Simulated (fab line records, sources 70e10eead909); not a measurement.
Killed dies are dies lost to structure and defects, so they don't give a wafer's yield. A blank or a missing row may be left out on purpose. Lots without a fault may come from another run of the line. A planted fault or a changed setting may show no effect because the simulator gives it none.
fab line records | flow nand_harc
record lots=24 wafers=72 last_day=25
route steps=1159 shown A_STAIRCASE@630 A_SGD_CUT@767
lots that met no fault: from a run of the same line without faults
start_h: hours from the record's first day to the start of the lot's first wafer shown | wait_h: hours since the lot's step before | " the same as in the row above | L1.1+2: a row that stands for several wafers | - no value, or no start given | * or withheld: withheld | < > ~ a bound
route shown NAME@n: a module of which the file shows steps, and the number in the route of the first | usual: mean/standard deviation of fault-free wafers | same: alike in all rows | chamber/n: place in a boat | sites: the reading at each site | _std_site: their standard deviation | _edge_site: outer sites' mean less inner sites' | radius_mm: how far each site lies from the wafer's centre | mask NAME#n: copy n | behind: the tool/chamber that last shaped the wafer | hold: why the lot was held/for how many hours/how that ended | device: the transistor (n, p or np) that didn't switch | end of line: the same wafers' tests at the end of the route | a step without rows: its recipe alone | killed: dies lost to structure and defects at the first sort, not the wafer's yield | map: a wafer's dies, x killed, . not, _ none there
set.NAME: the setting as run; set.NAME@STEP: as run at that earlier step | model.NAME: the simulator's own value behind a step, which no gauge read
steps of the route over a sample of lots; a table a step, a row a wafer
services: from which hour (start_h, from the record's first day; less than 0 if before it) a tool's chamber was out of use, for how many hours, and why
## steps
# step NHARC_A_STAIRCASE_ETCH_236
# recipe target_depth_a=1000 time_s=40.5 ion_energy_ev=400 c4f8_flow_sccm=20 o2_flow_sccm=10 ar_flow_sccm=withheld rf_w=600 bias_w=1000 chemistry=C4F8/O2
# usual oes_product_au=0.941/0.011 rf_vpp_V=898/4.1
# columns lot.wafer tool chamber start_h wait_h oes_product_au rf_hours_counter_h rf_vpp_V
L074.2 rie_diel-08 2 - - 0.932 45 901
L074.1 " 1 " " 0.932 41 904
L074.5 " 3 " " 0.931 - 900
L076.1 rie_diel-12 3 - - 0.940 15 904
L076.5 " 2 " " 0.911 - 904
L076.6 " 3 " " 0.940 - 903
L075.4 rie_diel-04 2 - - 0.950 55 897
L075.1 " 3 " " 0.943 49 895
L075.2 " 0 " " 0.943 51 898
L079.4 rie_diel-04 3 - - 0.938 52 896
L079.1 " 0 " " 0.948 54 899
L079.6 " 3 " " 0.947 - 896
L077.1 rie_diel-04 0 - - 0.946 54 898
L077.3 " 3 " " 0.938 52 896
L077.6 " 0 " " 0.943 - 897
L078.4 rie_diel-12 3 - - 0.939 22 903
L078.3 " 0 " " 0.937 18 893
L078.5 " 2 " " 0.943 - 905
L081.3 rie_diel-08 3 - - 0.929 54 901
L081.4 " 0 " " 0.952 54 894
L081.2 " 2 " " 0.924 55 903
L082.2 rie_diel-08 1 - - 0.948 51 904
L082.3 " 2 " " 0.939 56 902
L082.5 " 3 " " 0.937 - 899
L080.1 rie_diel-12 2 - - 0.944 30 903
L080.6 " 3 " " 0.945 - 904
L080.5 " 0 " " 0.941 - 894
L083.3 rie_diel-04 1 - - 0.948 1 899
L083.2 " 2 " " 0.952 1 896
L083.5 " 1 " " 0.943 - 900
L084.4 rie_diel-04 0 - - 0.944 1 898
L084.1 " 2 " " 0.937 1 898
L084.6 " 0 " " 0.950 - 897
L085.2 rie_diel-04 2 - - 0.953 8 897
L085.3 " 3 " " 0.959 10 895
L085.6 " 2 " " 0.945 - 895
L087.3 rie_diel-12 3 - - 0.933 41 902
L087.1 " 0 " " 0.931 36 892
L087.5 " 3 " " 0.928 - 902
L088.3 rie_diel-12 0 - - 0.924 37 892
L088.5 " 3 " " 0.931 - 903
L088.6 " 0 " " 0.924 - 892
L086.1 rie_diel-12 1 - - 0.927 42 892
L086.6 " 2 " " 0.932 - 904
L086.5 " 3 " " 0.932 - 902
L089.3 rie_diel-12 1 - - 0.932 45 892
L089.1 " 3 " " 0.941 45 903
L089.6 " 0 " " 0.940 - 892
L092.4 rie_diel-12 0 - - 0.938 46 892
L092.2 " 1 " " 0.948 49 893
L092.5 " 3 " " 0.930 - 901
L093.4 rie_diel-08 3 - - 0.943 17 898
L093.5 " 2 " " 0.950 - 903
L093.6 " 3 " " 0.939 - 901
L091.1 rie_diel-04 1 - - 0.945 20 899
L091.3 " 3 " " 0.950 20 896
L091.4 " 0 " " 0.934 22 896
L090.2 rie_diel-12 1 - - 0.929 52 893
L090.1 " 2 " " 0.946 53 903
L090.6 " 1 " " 0.938 - 893
L095.2 rie_diel-12 0 - - 0.941 54 892
L095.1 " 1 " " 0.931 58 894
L095.4 " 3 " " 0.927 57 902
L094.3 rie_diel-08 0 - - 0.950 25 894
L094.4 " 1 " " 0.956 21 902
L094.5 " 3 " " 0.938 - 900
L097.1 rie_diel-04 1 - - 0.947 32 899
L097.6 " 2 " " 0.940 - 895
L097.5 " 3 " " 0.957 - 895
L096.3 rie_diel-08 1 - - 0.938 27 901
L096.6 " 1 " " 0.934 - 904
L096.5 " 2 " " 0.929 - 901
# step NHARC_A_STAIRCASE_ETCH_253
# recipe target_depth_a=500 time_s=20.2 ion_energy_ev=400 c4f8_flow_sccm=20 o2_flow_sccm=10 ar_flow_sccm=withheld rf_w=600 bias_w=1000 chemistry=C4F8/O2
# usual oes_product_au=0.951/0.018 rf_vpp_V=898/4.5
# columns lot.wafer tool chamber start_h wait_h oes_product_au rf_hours_counter_h rf_vpp_V
L074.1 rie_diel-08 3 256.94 0.1 0.926 44 900
L074.2 " 2 " " 0.931 45 904
L074.5 " 3 " " 0.923 - 900
L076.1 rie_diel-12 2 258.94 0.1 0.929 17 904
L076.5 " 0 " " 0.956 - 895
L076.6 " 1 " " 0.945 - 893
L075.4 rie_diel-12 0 267.34 0.2 0.934 15 893
L075.1 " 1 " " 0.938 20 894
L075.2 " 3 " " 0.946 19 903
L079.4 rie_diel-04 1 271.17 0.1 0.951 60 899
L079.1 " 3 " " 0.945 52 895
L079.6 " 1 " " 0.951 - 901
L077.3 rie_diel-08 2 271.19 0.1 0.961 52 902
L077.1 " 3 " " 0.970 51 900
L077.6 " 0 " " 0.993 - 894
L078.4 rie_diel-04 2 276.65 0.1 0.918 60 897
L078.3 " 0 " " 0.930 58 896
L078.5 " 2 " " 0.923 - 896
L081.4 rie_diel-12 0 288.32 0.1 0.920 23 892
L081.2 " 2 " " 0.909 27 904
L081.3 " 3 " " 0.924 26 902
L082.3 rie_diel-08 3 291.10 0.1 0.943 56 902
L082.2 " 1 " " 0.944 51 903
L082.5 " 3 " " 0.941 - 902
L080.1 rie_diel-12 2 295.08 0.1 0.947 30 905
L080.6 " 0 " " 0.939 - 892
L080.5 " 1 " " 0.951 - 893
L083.3 rie_diel-12 1 301.31 0.1 0.965 33 893
L083.2 " 0 " " 0.978 28 891
L083.5 " 2 " " 0.963 - 903
L084.4 rie_diel-04 0 303.10 0.1 0.971 1 899
L084.1 " 1 " " 0.963 1 898
L084.6 " 2 " " 0.956 - 897
L085.2 rie_diel-08 3 329.76 0.1 0.943 9 900
L085.3 " 0 " " 0.945 10 894
L085.6 " 0 " " 0.959 - 895
L087.1 rie_diel-12 3 330.64 0.1 0.940 41 903
L087.3 " 0 " " 0.942 37 893
L087.5 " 1 " " 0.940 - 893
L088.3 rie_diel-12 1 331.02 0.1 0.941 42 893
L088.6 " 2 " " 0.948 - 903
L088.5 " 3 " " 0.937 - 902
L086.1 rie_diel-08 0 333.11 0.1 0.965 11 895
L086.5 " 0 " " 0.959 - 893
L086.6 " 1 " " 0.970 - 902
L089.1 rie_diel-12 0 341.04 0.1 0.950 41 892
L089.3 " 3 " " 0.935 46 902
L089.6 " 1 " " 0.949 - 893
L092.2 rie_diel-12 1 349.51 0.1 0.966 50 893
L092.4 " 0 " " 0.970 46 891
L092.5 " 1 " " 0.957 - 893
L093.4 rie_diel-04 2 351.39 0.1 0.948 17 897
L093.6 " 0 " " 0.966 - 897
L093.5 " 1 " " 0.974 - 900
L091.3 rie_diel-12 0 355.91 0.1 0.950 48 892
L091.1 " 1 " " 0.975 52 892
L091.4 " 2 " " 0.972 53 902
L090.2 rie_diel-12 2 356.36 0.1 0.970 53 904
L090.1 " 0 " " 0.949 48 893
L090.6 " 2 " " 0.968 - 901
L095.2 rie_diel-12 2 371.67 0.1 0.945 57 903
L095.4 " 3 " " 0.931 57 902
L095.1 " 0 " " 0.941 54 892
L094.3 rie_diel-12 0 374.26 0.1 0.953 54 891
L094.4 " 1 " " 0.957 58 892
L094.5 " 1 " " 0.958 - 893
L097.1 rie_diel-12 0 389.14 0.1 0.969 0 893
L097.5 " 3 " " 0.946 - 902
L097.6 " 0 " " 0.965 - 892
L096.3 rie_diel-12 1 389.82 0.1 0.993 0 894
L096.5 " 2 " " 1.003 - 903
L096.6 " 3 " " 0.960 - 901
# step NHARC_A_STAIRCASE_ETCH_294
# recipe target_depth_a=49920 time_s=1212.4 ion_energy_ev=800 c4f8_flow_sccm=80 o2_flow_sccm=60 ar_flow_sccm=withheld rf_w=600 bias_w=3000 chemistry=C4F8/O2/Ar
# usual oes_product_au=0.932/0.012 rf_vpp_V=1832/7.7
# columns lot.wafer tool chamber start_h wait_h oes_product_au rf_hours_counter_h rf_vpp_V
L074.2 rie_diel-04 0 - - 0.929 50 1830
L074.1 " 1 " " 0.933 55 1833
L074.5 " 0 " " 0.932 - 1830
L076.1 rie_diel-08 1 - - 0.935 44 1841
L076.5 " 2 " " 0.927 - 1840
L076.6 " 3 " " 0.928 - 1836
L075.1 rie_diel-04 0 - - 0.934 55 1831
L075.2 " 1 " " 0.936 60 1834
L075.4 " 2 " " 0.936 58 1830
L079.4 rie_diel-04 0 - - 0.952 57 1829
L079.1 " 1 " " 0.947 63 1834
L079.6 " 3 " " 0.946 - 1825
L077.1 rie_diel-12 1 - - 0.956 23 1821
L077.3 " 2 " " 0.942 24 1843
L077.6 " 0 " " 0.940 - 1821
L078.4 rie_diel-04 1 - - 0.921 65 1834
L078.3 " 0 " " 0.936 60 1829
L078.5 " 2 " " 0.916 - 1829
L081.2 rie_diel-08 0 - - 0.965 56 1822
L081.4 " 1 " " 0.949 52 1842
L081.3 " 2 " " 0.932 58 1840
L082.3 rie_diel-12 3 - - 0.921 30 1839
L082.2 " 1 " " 0.924 31 1820
L082.5 " 3 " " 0.924 - 1840
L080.1 rie_diel-08 2 - - 0.926 61 1841
L080.5 " 1 " " 0.919 - 1840
L080.6 " 2 " " 0.912 - 1839
L083.2 rie_diel-12 2 - - 0.949 34 1844
L083.3 " 3 " " 0.923 32 1841
L083.5 " 3 " " 0.934 - 1840
L084.4 rie_diel-12 2 - - 0.935 35 1842
L084.1 " 1 " " 0.929 34 1821
L084.6 " 2 " " 0.917 - 1842
L085.3 rie_diel-08 0 - - 0.938 12 1822
L085.2 " 1 " " 0.943 12 1840
L085.6 " 1 " " 0.938 - 1840
L087.1 rie_diel-12 0 - - 0.912 39 1820
L087.3 " 1 " " 0.922 43 1822
L087.5 " 3 " " 0.918 - 1839
L088.3 rie_diel-08 3 - - 0.930 11 1835
L088.6 " 2 " " 0.923 - 1838
L088.5 " 3 " " 0.927 - 1836
L086.1 rie_diel-08 2 - - 0.931 7 1840
L086.5 " 0 " " 0.944 - 1823
L086.6 " 2 " " 0.925 - 1840
L089.3 rie_diel-04 1 - - 0.924 16 1833
L089.1 " 2 " " 0.927 16 1829
L089.6 " 0 " " 0.912 - 1830
L092.2 rie_diel-04 1 - - 0.923 21 1832
L092.4 " 2 " " 0.937 18 1827
L092.5 " 0 " " 0.926 - 1829
L093.4 rie_diel-08 2 - - 0.934 16 1840
L093.6 " 3 " " 0.930 - 1835
L093.5 " 0 " " 0.949 - 1821
L091.1 rie_diel-04 3 - - 0.930 22 1823
L091.3 " 0 " " 0.897 24 1829
L091.4 " 1 " " 0.919 22 1834
L090.1 rie_diel-12 3 - - 0.922 54 1840
L090.2 " 1 " " 0.925 55 1819
L090.6 " 0 " " 0.933 - 1819
L095.2 rie_diel-12 3 - - 0.933 58 1839
L095.1 " 0 " " 0.922 55 1819
L095.4 " 1 " " 0.925 59 1819
L094.3 rie_diel-04 1 - - 0.921 26 1832
L094.4 " 2 " " 0.939 23 1827
L094.5 " 0 " " 0.911 - 1829
L097.1 rie_diel-04 3 - - 0.950 34 1823
L097.5 " 2 " " 0.943 - 1826
L097.6 " 3 " " 0.944 - 1823
L096.3 rie_diel-08 0 - - 0.934 37 1820
L096.5 " 3 " " 0.924 - 1834
L096.6 " 0 " " 0.941 - 1821
# step NHARC_A_STAIRCASE_ETCH_453
# recipe target_depth_a=300 overetch_a=30 time_s=16.5 ion_energy_ev=100 cf4_flow_sccm=80 o2_flow_sccm=20 ar_flow_sccm=0 rf_w=300 bias_w=100 chemistry=CF4/O2
# usual drypump_motor_current_A=5.68/0.29 oes_product_au=0.998/0.011 rf_vpp_V=198.2/1.2 showerhead_plenum_p_Torr=1.35/0.044 throttle_valve_pct=13.397/0.01
# columns lot.wafer tool chamber start_h wait_h drypump_motor_current_A oes_product_au rf_hours_counter_h rf_vpp_V showerhead_plenum_p_Torr throttle_valve_pct
L074.2 rie_diel-12 2 - - 5.54 0.987 21 200.1 1.43 13.395
L074.1 " 3 " " 5.19 1.000 20 197.9 1.41 13.386
L074.5 " 2 " " 5.57 0.985 - 201.3 1.43 13.375
L076.1 rie_diel-12 2 - - 5.53 0.990 22 199.6 1.43 13.384
L076.6 " 0 " " 5.64 1.000 - 197.8 1.30 13.386
L076.5 " 1 " " 5.95 1.001 - 197.5 1.31 13.390
L075.1 rie_diel-08 2 - - 5.49 0.987 53 198.7 1.41 13.391
L075.2 " 3 " " 6.18 0.999 52 200.3 1.39 13.371
L075.4 " 1 " " 5.69 1.004 48 199.2 1.41 13.395
L079.1 rie_diel-12 1 - - 5.98 0.995 24 198.5 1.30 13.392
L079.4 " 3 " " 5.19 0.995 24 198.9 1.41 13.386
L079.6 " 1 " " 5.98 0.999 - 196.6 1.31 13.407
L077.1 rie_diel-04 3 - - 5.72 1.004 56 199.0 1.33 13.401
L077.3 " 0 " " 5.54 1.009 59 197.9 1.35 13.426
L077.6 " 0 " " 5.53 1.011 - 198.0 1.35 13.392
L078.4 rie_diel-08 0 - - 5.23 1.017 55 197.5 1.31 13.395
L078.3 " 1 " " 5.71 1.006 51 200.8 1.41 13.396
L078.5 " 0 " " 5.23 1.014 - 197.3 1.31 13.392
L081.4 rie_diel-12 1 - - 5.94 0.996 32 196.4 1.30 13.403
L081.3 " 2 " " 5.57 0.998 32 199.7 1.42 13.407
L081.2 " 3 " " 5.19 0.996 31 199.7 1.40 13.411
L082.2 rie_diel-12 2 - - 5.53 0.992 33 199.9 1.42 13.389
L082.3 " 3 " " 5.18 0.989 32 200.0 1.40 13.387
L082.5 " 2 " " 5.55 0.996 - 198.6 1.42 13.418
L080.1 rie_diel-04 3 - - 5.75 1.010 1 196.4 1.32 13.399
L080.5 " 2 " " 6.14 1.007 - 198.5 1.34 13.398
L080.6 " 3 " " 5.74 1.017 - 198.0 1.32 13.407
L083.3 rie_diel-04 2 - - 6.15 1.005 3 198.9 1.34 13.388
L083.2 " 3 " " 5.74 1.016 3 197.0 1.32 13.405
L083.5 " 3 " " 5.75 1.017 - 198.4 1.32 13.407
L084.1 rie_diel-04 2 - - 6.19 0.998 3 198.4 1.34 13.407
L084.4 " 3 " " 5.77 1.014 3 197.1 1.32 13.379
L084.6 " 1 " " 5.64 1.009 - 196.6 1.37 13.402
L085.2 rie_diel-12 1 - - 6.00 0.986 45 196.6 1.30 13.395
L085.3 " 3 " " 5.16 0.995 45 198.7 1.40 13.402
L085.6 " 1 " " 5.99 0.976 - 196.6 1.30 13.389
L087.3 rie_diel-04 1 - - 5.61 0.980 14 198.9 1.37 13.386
L087.1 " 3 " " 5.77 1.002 16 198.2 1.32 13.406
L087.5 " 0 " " 5.55 0.977 - 197.9 1.35 13.405
L088.3 rie_diel-04 1 - - 5.63 0.993 15 197.7 1.37 13.396
L088.6 " 1 " " 5.65 0.997 - 198.7 1.37 13.377
L088.5 " 2 " " 6.15 0.998 - 197.1 1.34 13.396
L086.1 rie_diel-12 3 - - 5.19 0.989 50 198.8 1.40 13.408
L086.6 " 3 " " 5.20 0.996 - 197.5 1.40 13.393
L086.5 " 0 " " 5.60 1.006 - 197.1 1.30 13.398
L089.1 rie_diel-08 0 - - 5.21 1.003 19 197.4 1.31 13.393
L089.3 " 1 " " 5.68 1.005 14 199.5 1.41 13.391
L089.6 " 1 " " 5.67 1.005 - 199.5 1.41 13.387
L092.2 rie_diel-04 0 - - 5.55 0.976 25 198.2 1.35 13.387
L092.4 " 1 " " 5.62 0.996 22 199.6 1.37 13.398
L092.5 " 0 " " 5.55 0.983 - 196.0 1.35 13.395
L093.4 rie_diel-12 1 - - 6.00 0.990 56 196.4 1.30 13.395
L093.6 " 0 " " 5.64 0.993 - 196.7 1.29 13.405
L093.5 " 1 " " 5.98 0.986 - 197.2 1.30 13.401
L091.3 rie_diel-12 1 - - 5.99 0.982 56 196.7 1.30 13.398
L091.1 " 3 " " 5.19 0.987 56 197.9 1.40 13.372
L091.4 " 0 " " 5.64 1.001 53 197.2 1.29 13.402
L090.2 rie_diel-04 3 - - 5.75 1.009 24 198.4 1.32 13.395
L090.1 " 0 " " 5.54 0.983 26 196.7 1.35 13.380
L090.6 " 2 " " 6.13 1.007 - 198.0 1.34 13.400
L095.2 rie_diel-08 2 - - 5.50 0.992 23 200.2 1.40 13.404
L095.1 " 3 " " 6.19 0.995 29 199.3 1.38 13.416
L095.4 " 0 " " 5.22 1.021 30 196.0 1.30 13.388
L094.4 rie_diel-04 1 - - 5.64 0.994 30 198.9 1.37 13.393
L094.3 " 2 " " 6.15 1.006 26 197.6 1.34 13.395
L094.5 " 1 " " 5.60 1.001 - 199.7 1.37 13.391
L097.1 rie_diel-12 2 - - 5.54 1.013 4 199.0 1.42 13.405
L097.5 " 2 " " 5.53 1.018 - 198.6 1.42 13.409
L097.6 " 3 " " 5.17 0.983 - 199.5 1.40 13.396
L096.3 rie_diel-08 0 - - 5.20 1.011 39 196.8 1.30 13.394
L096.5 " 3 " " 6.16 1.008 - 198.2 1.38 13.395
L096.6 " 0 " " 5.20 1.023 - 196.6 1.30 13.391
# step NHARC_A_STAIRCASE_DEP_325
# recipe target_thk_a=38000 temp_c=400 target_thk_nm=3800 teos_flow_sccm=200 rf_w=500 material=SiO2
# usual heater_power_w=662/80
# columns lot.wafer tool chamber start_h wait_h heater_power_w since_wet_clean_h
L074.2 pecvd-04 2 300.63 0.1 579 93
L074.1 " 1 " " 732 93
L074.5 " 2 " " 570 -
L075.2 pecvd-04 1 308.28 0.1 768 100
L075.1 " 0 " " 775 100
L075.4 " 1 " " 620 -
L076.1 pecvd-01 2 308.58 0.4 726 58
L076.6 " 1 " " 632 -
L076.5 " 2 " " 605 -
L077.1 pecvd-04 0 313.91 0.1 686 106
L077.3 " 0 " " 672 -
L077.6 " 0 " " 680 -
L079.1 pecvd-01 1 314.12 0.3 645 64
L079.6 " 0 " " 545 -
L079.4 " 1 " " 642 -
L078.3 pecvd-04 2 319.66 0.3 703 112
L078.5 " 1 " " 658 -
L078.4 " 2 " " 549 -
L082.3 pecvd-01 1 333.53 0.1 748 83
L082.2 " 2 " " 701 83
L082.5 " 2 " " 611 -
L081.2 pecvd-04 0 333.55 0.1 737 125
L081.4 " 0 " " 669 -
L081.3 " 2 " " 554 -
L080.1 pecvd-03 0 343.51 0.2 602 38
L080.6 " 0 " " 505 -
L080.5 " 1 " " 616 -
L083.2 pecvd-03 1 347.96 0.1 670 43
L083.3 " 0 " " 544 43
L083.5 " 1 " " 621 -
L084.1 pecvd-04 1 348.06 0.2 781 140
L084.4 " 0 " " 687 -
L084.6 " 2 " " 568 -
L085.2 pecvd-04 2 370.22 0.1 680 162
L085.3 " 1 " " 713 162
L085.6 " 2 " " 550 -
L087.1 pecvd-04 2 373.83 0.1 597 166
L087.3 " 0 " " 842 166
L087.5 " 1 " " 626 -
L088.3 pecvd-01 1 373.83 0.1 717 123
L088.6 " 1 " " 637 -
L088.5 " 0 " " 540 -
L086.1 pecvd-01 0 380.30 0.1 640 130
L086.6 " 1 " " 625 -
L086.5 " 2 " " 618 -
L089.1 pecvd-03 0 380.64 0.4 543 75
L089.3 " 1 " " 653 76
L089.6 " 1 " " 606 -
L091.1 pecvd-04 1 397.53 0.1 725 8
L091.3 " 0 " " 846 9
L091.4 " 0 " " 692 -
L090.1 pecvd-01 2 397.64 0.2 688 147
L090.2 " 0 " " 659 147
L090.6 " 1 " " 628 -
L093.4 pecvd-03 1 397.82 0.4 622 -
L093.6 " 2 " " 701 -
L093.5 " 0 " " 532 -
L092.2 pecvd-04 2 398.30 0.8 685 9
L092.5 " 1 " " 594 -
L092.4 " 2 " " 607 -
L097.1 pecvd-03 2 433.08 0.1 770 128
L097.5 " 2 " " 688 -
L097.6 " 1 " " 627 -
L095.2 pecvd-04 2 433.08 0.1 697 44
L095.1 " 1 " " 657 44
L095.4 " 2 " " 606 -
L094.3 pecvd-01 1 433.19 0.2 767 2
L094.4 " 1 " " 641 -
L094.5 " 2 " " 607 -
L096.3 pecvd-03 0 433.85 0.8 552 129
L096.5 " 1 " " 629 -
L096.6 " 2 " " 678 -
# step NHARC_A_SGD_CUT_STRIP_17
# recipe o2_flow_sccm=500 ar_flow_sccm=0 bias_w=0 chemistry=O2
# usual drypump_motor_current_A=5.6/0.48 oes_product_au=0.998/0.0099 rf_vpp_V=57.6/0.9 showerhead_plenum_p_Torr=3.50/0.11 throttle_valve_pct=17.037/0.0096
# columns lot.wafer tool chamber start_h wait_h drypump_motor_current_A oes_product_au rf_hours_counter_h rf_vpp_V showerhead_plenum_p_Torr throttle_valve_pct
L074.2 rie_diel-11 2 - - 5.8 0.983 11 57.5 3.48 17.046
L074.1 " 1 " " 5.0 0.996 10 58.1 3.70 17.039
L074.5 " 2 " " 5.8 0.975 - 57.5 3.48 17.020
L075.1 rie_diel-06 2 - - 5.1 1.008 6 56.5 3.34 17.027
L075.2 " 3 " " 5.8 0.990 7 57.4 3.37 17.040
L075.4 " 1 " " 6.4 0.996 - 58.1 3.62 17.039
L076.1 rie_diel-01 1 - - 5.1 0.997 0 57.4 3.40 17.025
L076.6 " 0 " " 5.5 0.993 - 57.4 3.54 17.034
L076.5 " 1 " " 5.1 0.998 - 57.8 3.40 17.019
L077.1 rie_diel-11 2 - - 5.8 0.985 13 60.0 3.48 17.046
L077.3 " 1 " " 5.0 0.998 12 57.8 3.70 17.035
L077.6 " 3 " " 6.2 0.999 - 57.8 3.35 17.039
L079.4 rie_diel-01 3 - - 5.2 1.000 1 56.5 3.60 17.034
L079.1 " 0 " " 5.5 1.000 1 58.7 3.54 17.054
L079.6 " 2 " " 5.5 0.999 - 57.1 3.59 17.036
L078.3 rie_diel-06 3 - - 5.8 0.991 8 56.8 3.37 17.025
L078.5 " 1 " " 6.4 0.998 - 59.8 3.62 17.039
L078.4 " 3 " " 5.8 0.985 - 58.3 3.37 17.030
L082.3 rie_diel-11 1 - - 5.0 1.002 14 56.6 3.70 17.033
L082.2 " 0 " " 6.4 1.023 14 56.9 3.36 17.038
L082.5 " 1 " " 5.0 0.999 - 57.6 3.70 17.038
L081.2 rie_diel-01 3 - - 5.2 0.990 4 57.9 3.60 17.024
L081.3 " 1 " " 5.1 0.995 3 57.3 3.40 17.037
L081.4 " 2 " " 5.5 1.003 4 55.4 3.58 17.056
L080.1 rie_diel-01 0 - - 5.4 1.008 3 58.1 3.54 17.045
L080.5 " 3 " " 5.2 1.002 - 57.8 3.60 17.039
L080.6 " 0 " " 5.5 0.995 - 57.1 3.54 17.029
L083.2 rie_diel-06 0 - - 5.3 1.011 8 56.6 3.60 17.031
L083.3 " 3 " " 5.8 0.985 10 57.6 3.37 17.034
L083.5 " 0 " " 5.4 1.019 - 57.7 3.60 17.050
L084.4 rie_diel-01 0 - - 5.5 0.996 5 57.3 3.54 17.040
L084.1 " 1 " " 5.1 1.004 4 57.4 3.40 17.037
L084.6 " 0 " " 5.5 0.995 - 57.8 3.54 17.028
L085.2 rie_diel-11 0 - - 6.5 1.015 1 57.0 3.36 17.040
L085.3 " 2 " " 5.8 0.992 1 57.1 3.48 17.044
L085.6 " 1 " " 5.0 1.010 - 58.6 3.70 17.017
L088.3 rie_diel-06 2 - - 5.1 1.005 10 57.0 3.34 17.045
L088.6 " 0 " " 5.4 0.999 - 58.3 3.60 17.038
L088.5 " 1 " " 6.4 0.988 - 57.8 3.62 17.033
L087.3 rie_diel-01 2 - - 5.5 1.004 9 58.3 3.58 17.026
L087.1 " 0 " " 5.5 0.998 8 57.4 3.53 17.036
L087.5 " 1 " " 5.1 0.996 - 56.7 3.40 17.037
L089.1 rie_diel-06 2 - - 5.0 1.002 11 56.7 3.34 17.019
L089.3 " 3 " " 5.8 0.981 12 57.4 3.37 17.030
L089.6 " 2 " " 5.0 0.993 - 57.5 3.34 17.040
L086.1 rie_diel-01 2 - - 5.5 1.017 10 57.0 3.58 17.023
L086.5 " 2 " " 5.5 1.007 - 57.1 3.58 17.036
L086.6 " 3 " " 5.2 1.004 - 58.1 3.60 17.032
L093.4 rie_diel-06 1 - - 6.4 0.998 11 57.2 3.62 17.058
L093.5 " 0 " " 5.4 1.019 - 58.4 3.60 17.060
L093.6 " 1 " " 6.4 0.998 - 57.0 3.62 17.042
L091.3 rie_diel-01 3 - - 5.2 0.985 12 58.1 3.60 17.035
L091.1 " 0 " " 5.5 0.995 11 57.5 3.53 17.037
L091.4 " 1 " " 5.1 0.992 11 56.0 3.40 17.022
L092.4 rie_diel-11 2 - - 5.8 0.990 3 58.3 3.48 17.035
L092.2 " 1 " " 5.0 1.005 3 58.7 3.70 17.034
L092.5 " 3 " " 6.2 1.003 - 56.7 3.35 17.042
L090.2 rie_diel-01 0 - - 5.5 0.994 12 58.0 3.53 17.032
L090.1 " 1 " " 5.1 1.000 11 57.8 3.40 17.039
L090.6 " 0 " " 5.5 0.991 - 58.4 3.53 17.025
L095.4 rie_diel-01 3 - - 5.2 0.986 15 59.3 3.60 17.033
L095.2 " 0 " " 5.5 0.987 15 58.3 3.53 17.027
L095.1 " 1 " " 5.1 0.994 13 57.7 3.40 17.028
L094.3 rie_diel-06 1 - - 6.4 1.001 2 56.5 3.62 17.034
L094.4 " 0 " " 5.3 1.013 2 56.6 3.60 17.042
L094.5 " 2 " " 5.0 1.002 - 58.1 3.34 17.046
L096.3 rie_diel-11 3 - - 6.2 0.988 6 57.6 3.35 17.030
L096.5 " 2 " " 5.9 0.979 - 57.7 3.48 17.043
L096.6 " 3 " " 6.2 0.979 - 60.3 3.35 17.025
L097.1 rie_diel-01 3 - - 5.2 0.994 15 58.6 3.60 17.023
L097.5 " 3 " " 5.2 0.995 - 58.8 3.60 17.035
L097.6 " 0 " " 5.5 0.993 - 57.6 3.53 17.037
## services
# columns tool chamber start_h hours kind
rie_diel-06 3 232.49 10.8 repair
rie_diel-12 1 235.84 2.4 repair
rie_diel-11 0 237.25 3.6 repair
pecvd-01 - 237.61 13.0 pm
rie_diel-06 - 241.21 9.0 pm
rie_diel-12 0 245.72 8.6 repair
rie_diel-06 1 253.54 10.2 repair
pecvd-04 - 281.95 1.7 repair
rie_diel-04 - 288.92 9.0 pm
rie_diel-08 - 301.86 9.0 pm
pecvd-04 - 303.95 0.9 repair
pecvd-04 2 308.11 5.9 repair
rie_diel-08 - 312.16 1.9 repair
rie_diel-01 - 314.80 9.0 pm
rie_diel-06 1 319.69 2.8 repair
rie_diel-06 0 322.46 12.1 repair
pecvd-04 1 327.35 8.2 repair
rie_diel-08 1 338.56 8.3 repair
pecvd-04 - 376.18 13.0 pm
rie_diel-08 - 412.46 2.5 repair
rie_diel-06 - 418.21 9.0 pm
pecvd-01 - 418.61 13.0 pm
pecvd-04 - 435.24 1.0 repair
pecvd-01 1 444.23 15.7 repair
## key
fault none
